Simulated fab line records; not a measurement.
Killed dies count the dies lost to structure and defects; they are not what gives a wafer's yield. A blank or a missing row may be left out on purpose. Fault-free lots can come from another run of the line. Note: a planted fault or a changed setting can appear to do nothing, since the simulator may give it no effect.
Chamber matching / flow nand_harc / NHARC_A_DECK1_JOINT_CMP_13 on cmp-04: 4 sister chambers
The step polishes, target thk 51.023 nm. 22 wafers are shown with their chamber, then 11 later ones without.

WAFERS WITH THEIR CHAMBER
wafer=L074.1; chamber=2; motor_current_A (A)=12.7; time_to_endpoint_s (s)=7.6
wafer=L074.2; chamber=0; motor_current_A (A)=10.4; time_to_endpoint_s (s)=8.9
wafer=L074.5; chamber=1; motor_current_A (A)=13.4; time_to_endpoint_s (s)=9.6
wafer=L078.2; chamber=3; motor_current_A (A)=10.6; time_to_endpoint_s (s)=11.1
wafer=L078.4; chamber=0; motor_current_A (A)=10.4; time_to_endpoint_s (s)=6.6
wafer=L078.5; chamber=0; motor_current_A (A)=9.7; time_to_endpoint_s (s)=7.0
wafer=L080.3; chamber=1; motor_current_A (A)=12.9; time_to_endpoint_s (s)=9.4
wafer=L080.5; chamber=2; motor_current_A (A)=13.3; time_to_endpoint_s (s)=8.8
wafer=L080.6; chamber=1; motor_current_A (A)=13.2; time_to_endpoint_s (s)=7.8
wafer=L081.1; chamber=1; motor_current_A (A)=13.4; time_to_endpoint_s (s)=7.5
wafer=L081.3; chamber=2; motor_current_A (A)=12.7; time_to_endpoint_s (s)=8.2
wafer=L081.4; chamber=0; motor_current_A (A)=10.0; time_to_endpoint_s (s)=10.3
wafer=L083.1; chamber=3; motor_current_A (A)=11.0; time_to_endpoint_s (s)=11.7
wafer=L083.5; chamber=2; motor_current_A (A)=12.7; time_to_endpoint_s (s)=9.1
wafer=L083.6; chamber=3; motor_current_A (A)=10.4; time_to_endpoint_s (s)=10.6
wafer=L085.1; chamber=1; motor_current_A (A)=13.6; time_to_endpoint_s (s)=11.1
wafer=L085.3; chamber=3; motor_current_A (A)=10.3; time_to_endpoint_s (s)=11.9
wafer=L085.5; chamber=1; motor_current_A (A)=13.2; time_to_endpoint_s (s)=9.9
wafer=L086.1; chamber=3; motor_current_A (A)=10.2; time_to_endpoint_s (s)=10.7
wafer=L086.4; chamber=1; motor_current_A (A)=13.3; time_to_endpoint_s (s)=7.4
wafer=L086.5; chamber=1; motor_current_A (A)=13.1; time_to_endpoint_s (s)=9.0
wafer=L088.1; chamber=0; motor_current_A (A)=9.9; time_to_endpoint_s (s)=8.3

SIGNATURES, as means of the wafers listed above
reading=motor_current_A; chamber 0=10.080; chamber 1=13.262; chamber 2=12.850; chamber 3=10.500; scatter within a chamber=0.277
reading=time_to_endpoint_s; chamber 0=8.220; chamber 1=8.963; chamber 2=8.425; chamber 3=11.200; scatter within a chamber=1.14
Rule: for a wafer and a chamber, the distance is found by dividing, reading by reading, the gap between the wafer's reading and the chamber's mean by the reading's scatter, squaring, summing and taking the root. If the next closest chamber is less than 2 further off than the closest, the wafer can't be placed; otherwise it belongs to the closest. The scatter is the square root of a quotient: the sum, over the shown wafers, of each reading's squared deviation from its chamber's mean, divided by wafers minus chambers.

WAFERS MISSING THEIR CHAMBER
wafer=L088.4; motor_current_A (A)=10.7; time_to_endpoint_s (s)=9.7
wafer=L088.5; motor_current_A (A)=14.2; time_to_endpoint_s (s)=9.0
wafer=L089.3; motor_current_A (A)=13.5; time_to_endpoint_s (s)=5.3
wafer=L089.5; motor_current_A (A)=10.4; time_to_endpoint_s (s)=7.3
wafer=L089.6; motor_current_A (A)=10.7; time_to_endpoint_s (s)=11.0
wafer=L095.1; motor_current_A (A)=10.1; time_to_endpoint_s (s)=13.1
wafer=L095.3; motor_current_A (A)=12.8; time_to_endpoint_s (s)=7.2
wafer=L095.4; motor_current_A (A)=9.9; time_to_endpoint_s (s)=7.9
wafer=L096.1; motor_current_A (A)=11.0; time_to_endpoint_s (s)=7.4
wafer=L096.4; motor_current_A (A)=12.9; time_to_endpoint_s (s)=5.7
wafer=L096.6; motor_current_A (A)=13.4; time_to_endpoint_s (s)=5.9

WHICH CHAMBER EACH WENT THROUGH
wafer=L088.4; from the rows above=can't be placed: 3 or 0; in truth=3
wafer=L088.5; from the rows above=can't be placed: 1 or 2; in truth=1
wafer=L089.3; from the rows above=can't be placed: 1 or 2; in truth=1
wafer=L089.5; from the rows above=0; in truth=0
wafer=L089.6; from the rows above=3; in truth=3
wafer=L095.1; from the rows above=3; in truth=3
wafer=L095.3; from the rows above=can't be placed: 2 or 1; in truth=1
wafer=L095.4; from the rows above=0; in truth=0
wafer=L096.1; from the rows above=can't be placed: 0 or 3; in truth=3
wafer=L096.4; from the rows above=can't be placed: 2 or 1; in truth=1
wafer=L096.6; from the rows above=can't be placed: 1 or 2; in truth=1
Correct placement for 4 of the 11. Not placeable from these rows: 7 (in 7, the candidates include the true chamber). Number placed wrongly: 0.
